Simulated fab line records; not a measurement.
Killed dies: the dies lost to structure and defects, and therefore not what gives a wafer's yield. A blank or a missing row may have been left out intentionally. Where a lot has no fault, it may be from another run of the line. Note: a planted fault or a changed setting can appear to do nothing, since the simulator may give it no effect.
Lot-split experiment :: flow n5_finfet :: on a route of 1938 steps: 7 lots, 39 wafers read

## SPLIT DETAILS
At N5_GATE_CUT_ETCH_37 (etches SOC in N2/H2, target depth 60 nm, overetch 12 nm, time 90 s), the setting bias_w was moved away from the recipe's 150 W on 18 of the 39 wafers read, by -11.8% to +10.9%. This setting was run at the recipe's value on the other wafers.

The reading comes from the split's own step.

## THE READING
rf_vpp_V, in V, at N5_GATE_CUT_ETCH_37 (etches SOC in N2/H2, target depth 60 nm, overetch 12 nm, time 90 s). A value of 523.5 V with a standard deviation of 2.8 V is what fault-free wafers of this fab line usually give.

wafer: L075.1
tool, chamber at the split: rie_diel-02, 2
bias_w as run, W: 150
against the recipe: recipe
rf_vpp_V, V: 522.9
against lot-mates on the recipe: -

wafer: L075.2
tool, chamber at the split: rie_diel-02, 3
bias_w as run, W: 150
against the recipe: recipe
rf_vpp_V, V: 520.8
against lot-mates on the recipe: -

wafer: L075.3
tool, chamber at the split: rie_diel-02, 1
bias_w as run, W: 150
against the recipe: recipe
rf_vpp_V, V: 521.3
against lot-mates on the recipe: -

wafer: L075.4
tool, chamber at the split: rie_diel-02, 3
bias_w as run, W: 132.3
against the recipe: -11.8%
rf_vpp_V, V: 481.5
against lot-mates on the recipe: -40.2

wafer: L075.5
tool, chamber at the split: rie_diel-02, 1
bias_w as run, W: 132.3
against the recipe: -11.8%
rf_vpp_V, V: 480.6
against lot-mates on the recipe: -41.1

wafer: L075.6
tool, chamber at the split: rie_diel-02, 2
bias_w as run, W: 132.3
against the recipe: -11.8%
rf_vpp_V, V: 481.8
against lot-mates on the recipe: -39.9

wafer: L076.1
tool, chamber at the split: rie_diel-05, 0
bias_w as run, W: 150
against the recipe: recipe
rf_vpp_V, V: 524.6
against lot-mates on the recipe: -

wafer: L076.2
tool, chamber at the split: rie_diel-05, 2
bias_w as run, W: 141.9
against the recipe: -5.4%
rf_vpp_V, V: 504.1
against lot-mates on the recipe: -20.6

wafer: L076.3
tool, chamber at the split: rie_diel-05, 1
bias_w as run, W: 141.9
against the recipe: -5.4%
rf_vpp_V, V: 507.9
against lot-mates on the recipe: -16.8

wafer: L076.4
tool, chamber at the split: rie_diel-05, 2
bias_w as run, W: 141.9
against the recipe: -5.4%
rf_vpp_V, V: 506.5
against lot-mates on the recipe: -18.2

wafer: L076.5
tool, chamber at the split: rie_diel-05, 1
bias_w as run, W: 150
against the recipe: recipe
rf_vpp_V, V: 525.6
against lot-mates on the recipe: -

wafer: L076.6
tool, chamber at the split: rie_diel-05, 0
bias_w as run, W: 150
against the recipe: recipe
rf_vpp_V, V: 523.9
against lot-mates on the recipe: -

wafer: L078.1
tool, chamber at the split: rie_diel-03, 0
bias_w as run, W: 150
against the recipe: recipe
rf_vpp_V, V: 528.1
against lot-mates on the recipe: -

wafer: L078.2
tool, chamber at the split: rie_diel-03, 1
bias_w as run, W: 162.8
against the recipe: +8.5%
rf_vpp_V, V: 551.9
against lot-mates on the recipe: +24.1

wafer: L078.3
tool, chamber at the split: rie_diel-03, 2
bias_w as run, W: 162.8
against the recipe: +8.5%
rf_vpp_V, V: 548.4
against lot-mates on the recipe: +20.6

wafer: L078.4
tool, chamber at the split: rie_diel-03, 3
bias_w as run, W: 150
against the recipe: recipe
rf_vpp_V, V: 527.5
against lot-mates on the recipe: -

wafer: L078.5
tool, chamber at the split: rie_diel-03, 0
bias_w as run, W: 162.8
against the recipe: +8.5%
rf_vpp_V, V: 556.1
against lot-mates on the recipe: +28.3

wafer: L078.6
tool, chamber at the split: rie_diel-03, 3
bias_w as run, W: 150
against the recipe: recipe
rf_vpp_V, V: 527.7
against lot-mates on the recipe: -

wafer: L079.1
tool, chamber at the split: rie_diel-02, 3
bias_w as run, W: 159.3
against the recipe: +6.2%
rf_vpp_V, V: 541.6
against lot-mates on the recipe: +18.1

wafer: L079.2
tool, chamber at the split: rie_diel-02, 2
bias_w as run, W: 159.3
against the recipe: +6.2%
rf_vpp_V, V: 543.5
against lot-mates on the recipe: +20.0

wafer: L079.3
tool, chamber at the split: rie_diel-02, 0
bias_w as run, W: 150
against the recipe: recipe
rf_vpp_V, V: 524.6
against lot-mates on the recipe: -

wafer: L079.4
tool, chamber at the split: rie_diel-02, 0
bias_w as run, W: 150
against the recipe: recipe
rf_vpp_V, V: 524.9
against lot-mates on the recipe: -

wafer: L079.5
tool, chamber at the split: rie_diel-02, 3
bias_w as run, W: 150
against the recipe: recipe
rf_vpp_V, V: 520.9
against lot-mates on the recipe: -

wafer: L079.6
tool, chamber at the split: rie_diel-02, 2
bias_w as run, W: 159.3
against the recipe: +6.2%
rf_vpp_V, V: 541.3
against lot-mates on the recipe: +17.8

wafer: L080.1
tool, chamber at the split: rie_diel-03, 3
bias_w as run, W: 150
against the recipe: recipe
rf_vpp_V, V: 527.6
against lot-mates on the recipe: -

wafer: L080.2
tool, chamber at the split: rie_diel-03, 2
bias_w as run, W: 150
against the recipe: recipe
rf_vpp_V, V: 520.9
against lot-mates on the recipe: -

wafer: L080.3
tool, chamber at the split: rie_diel-03, 1
bias_w as run, W: 150
against the recipe: recipe
rf_vpp_V, V: 524.1
against lot-mates on the recipe: -

wafer: L080.4
tool, chamber at the split: rie_diel-03, 1
bias_w as run, W: 166.4
against the recipe: +10.9%
rf_vpp_V, V: 559.0
against lot-mates on the recipe: +34.8

wafer: L080.5
tool, chamber at the split: rie_diel-03, 2
bias_w as run, W: 166.4
against the recipe: +10.9%
rf_vpp_V, V: 555.5
against lot-mates on the recipe: +31.3

wafer: L080.6
tool, chamber at the split: rie_diel-03, 3
bias_w as run, W: 166.4
against the recipe: +10.9%
rf_vpp_V, V: 562.7
against lot-mates on the recipe: +38.5

wafer: L083.1
tool, chamber at the split: rie_diel-03, 2
bias_w as run, W: 150
against the recipe: recipe
rf_vpp_V, V: 519.7
against lot-mates on the recipe: -

wafer: L083.2
tool, chamber at the split: rie_diel-03, 0
bias_w as run, W: 166.4
against the recipe: +10.9%
rf_vpp_V, V: 564.0
against lot-mates on the recipe: +40.1

wafer: L083.3
tool, chamber at the split: rie_diel-03, 1
bias_w as run, W: 166.4
against the recipe: +10.9%
rf_vpp_V, V: 559.2
against lot-mates on the recipe: +35.3

wafer: L083.4
tool, chamber at the split: rie_diel-03, 3
bias_w as run, W: 150
against the recipe: recipe
rf_vpp_V, V: 525.8
against lot-mates on the recipe: -

wafer: L083.5
tool, chamber at the split: rie_diel-03, 0
bias_w as run, W: 150
against the recipe: recipe
rf_vpp_V, V: 526.2
against lot-mates on the recipe: -

wafer: L083.6
tool, chamber at the split: rie_diel-03, 1
bias_w as run, W: 166.4
against the recipe: +10.9%
rf_vpp_V, V: 559.3
against lot-mates on the recipe: +35.4

wafer: L089.4
tool, chamber at the split: rie_diel-02, 1
bias_w as run, W: 150
against the recipe: recipe
rf_vpp_V, V: 520.6
against lot-mates on the recipe: -

wafer: L089.5
tool, chamber at the split: rie_diel-02, 2
bias_w as run, W: 150
against the recipe: recipe
rf_vpp_V, V: 520.6
against lot-mates on the recipe: -

wafer: L089.6
tool, chamber at the split: rie_diel-02, 3
bias_w as run, W: 150
against the recipe: recipe
rf_vpp_V, V: 520.4
against lot-mates on the recipe: -

FIT RESULTS
A straight line over all 39 wafers: rf_vpp_V changes by +3.38 V for each +1% of bias_w; r = +0.99; the points scatter about the line by 2.8 V.
The same after taking each lot's own level away (the mean of its wafers on the recipe; 39 wafers): +3.27 V for each +1%; r = +0.99; scatter 2.3 V.
That fit puts the effect of the largest move of bias_w on the reading at 39 V.
The span of the lots' own levels, 520.53 to 527.77 V, comes to 2.6 times the standard deviation stated above.
The two slopes are in agreement: the lot-to-lot level therefore moves the slope only a little.
Check: with one of the wafers moved furthest among these (-11.8%) left out of the fit, the line predicts -39 V for it against its lot-mates. Against them it came out at -40.2 V.
Tool readings at the split's step, against how far the setting was moved: rf_vpp_V r = +0.99.

## THE WHOLE CHAIN: every reading that the file lists as answering this split, in the file's order
step: N5_GATE_CUT_ETCH_37
what it does: etches SOC in N2/H2, target depth 60 nm, overetch 12 nm, time 90 s
reading: rf_vpp_V
change (the file's fit): +3.25 V for each +1% of the setting
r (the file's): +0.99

step: N5_GATE_CUT_ETCH_37
what it does: etches SOC in N2/H2, target depth 60 nm, overetch 12 nm, time 90 s
reading: SiARC_of_GATE_CUT_COAT_35.thk_nm (the simulator's own value, which no gauge read)
change (the file's fit): -0.0483 nm for each +1% of the setting
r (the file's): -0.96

## THE FILE'S OWN FIT
rf_vpp_V changes by +3.25 V for each +1% of bias_w, r = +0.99.
